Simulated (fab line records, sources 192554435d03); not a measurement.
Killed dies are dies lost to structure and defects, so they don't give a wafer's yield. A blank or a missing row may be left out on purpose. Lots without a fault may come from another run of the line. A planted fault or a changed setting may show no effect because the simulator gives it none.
A struck lot beside a sound one | flow n5_finfet | 20 steps out of a route of 1938
Sound: wafers L703.1, L703.2, L703.6. Struck: wafers L708.2, L708.3, L708.6. The cause comes at the end.
At each step with rows: each side's tool, then ch and its chambers, then its first start. Under that, the readings that differ: sound wafers | struck wafers | difference of the means | sigmas: that difference in standard deviations of wafers without a fault.
alike: readings whose means differ by less than 2 such deviations, and words and numbers that are the same on both sides. not compared: withheld readings, readings that some wafer has no value for, bounds like >300 that may hide the same value, and numbers for which the record gives no deviation and whose values overlap.
The two part at a step that has a row with sigmas, a row that says differs or no value, or rows on one side only. Numbers that don't overlap but have no deviation are shown without sigmas and don't part them. A reading that every wafer of one side lacks parts them only if that side has two wafers or more.

first, 8 steps without rows for these wafers: N5_BEOL_M8_CMP_52 (polishes, stops on SiCOH lowk, t overpolish 6.9 s, target thk 80 nm); N5_BEOL_M8_PRE_CLEAN_55 (time 15 s); N5_BEOL_M8_DEP_56 (deposits SiCN from 3MS/NH3, target thk 10 nm, time 17.5 s); N5_BEOL_M9_ILD_DEP_00 (deposits SiCOH lowk from DEMS/porogen, target thk 308.51 nm, time 58 s); N5_BEOL_M9_CURE_71 (cures SiCOH lowk, time 240 s); N5_BEOL_M9_PECVD_70 (deposits SiO2 from TEOS/O2, target thk 20 nm, time 22.7 s); N5_BEOL_M9_HM_DEP_02 (deposits TiN, target thk 20 nm); N5_BEOL_M9_COAT_59 (time 60 s, resist thk 100 nm).
N5_BEOL_M9_COAT_60: time 60 s, resist thk 30 nm.
  sound on litho_track-05 ch 0, day 12 01:36; struck on litho_track-05 ch 0, day 13 07:05
  reading                                    | sound                | struck               | difference | sigmas
  spin_speed_rpm (rpm)                       | 1500.3 1499.5 1499.0 | 1691.8 1693.2 1691.9 | +192.7     | +99 or more
  model.SiARC_of_BEOL_M9_COAT_60.thk_nm (nm) | 30 30 30             | 28.2 28.2 28.2       | -1.8       |
  alike: plate_temp_C
then, 7 steps without rows for these wafers: N5_BEOL_M9_COAT_05 (resist thk 90 nm); N5_BEOL_M9_EBR_07; N5_BEOL_M9_SOFTBAKE_06 (time 60 s); N5_BEOL_M9_EXPOSE_08 (exposes mask M9); N5_BEOL_M9_PEB_09 (peb time 60 s); N5_BEOL_M9_DEVELOP_10 (develop time 30 s); N5_BEOL_M9_DESCUM_16 (chemistry O2, time 7.9 s).
N5_BEOL_M9_ETCH_61: etches SiARC in CF4, target depth 39 nm, time 65 s.
  sound on rie_diel-01 ch 0,3, day 12 02:27; struck on rie_diel-06 ch 0,2,3, day 13 07:34
  reading                                      | sound             | struck           | difference | sigmas
  etch_rf_on_time_s (s)                        | 65.2 66.5 66.1    | 59.7 62.2 59.6   | -5.4       | -6
  model.etch.depth_nm (nm)                     | 29.95 29.93 30.02 | 28.18 28.15 28.2 | -1.79      |
  model.CAR-ArF_of_BEOL_M9_COAT_05.thk_nm (nm) | 55.8 56 55.8      | 57.6 57.6 57.6   | +1.7       |
  alike: drypump_motor_current_A, mfc_ar_sccm, oes_product_au, rf_vpp_V, showerhead_plenum_p_Torr, throttle_valve_pct
  not compared: rf_hours_counter_h
N5_BEOL_M9_ETCH_62: etches SOC in N2/H2, target depth 110 nm, overetch 22 nm, time 165 s.
  sound on rie_diel-01 ch 0,3, day 12 02:30; struck on rie_diel-06 ch 0,2,3, day 13 07:37
  reading                                    | sound          | struck         | difference | sigmas
  model.SiARC_of_BEOL_M9_COAT_60.thk_nm (nm) | 23.4 23.6 23.6 | 21.6 21.8 21.6 | -1.9       |
  alike: drypump_motor_current_A, oes_product_au, rf_vpp_V, showerhead_plenum_p_Torr, throttle_valve_pct
  not compared: rf_hours_counter_h
then, 1 step without rows for these wafers: N5_BEOL_M9_STRIP_68 (strips in N2/H2).
-- the record jumps here: 3 days lie between the struck wafers' starts before and after (it left off in module BEOL_M9 and takes up again in module PASSIVATION, whose first step shown is number 1936 of the route) --
N5_PASSIVATION_PROBE_49:
  sound on prober-01, day 14 22:46; struck on prober-02, day 16 03:01
  alike: defect_limited_yield, killed_at_M0_to_M3, killed_at_M4_up, killed_at_contacts, killed_at_front_end, killed_at_other, killed_dies, killed_on_rim, killed_open, killed_short, sort_bin_5_function, sort_bin_6_memory, sort_bin_8_speed, sort_n_pass, sort_yield_pct

WHERE THEY PART
First at N5_BEOL_M9_COAT_60; last, within this record, at N5_BEOL_M9_ETCH_61. Later steps at which nothing parts them and some readings are alike: N5_BEOL_M9_ETCH_62, N5_PASSIVATION_PROBE_49.

WHY: what the simulator had put in
Process parameter drift: litho_track-05, from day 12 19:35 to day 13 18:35, at N5_BEOL_M9_COAT_60. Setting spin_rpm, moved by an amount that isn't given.
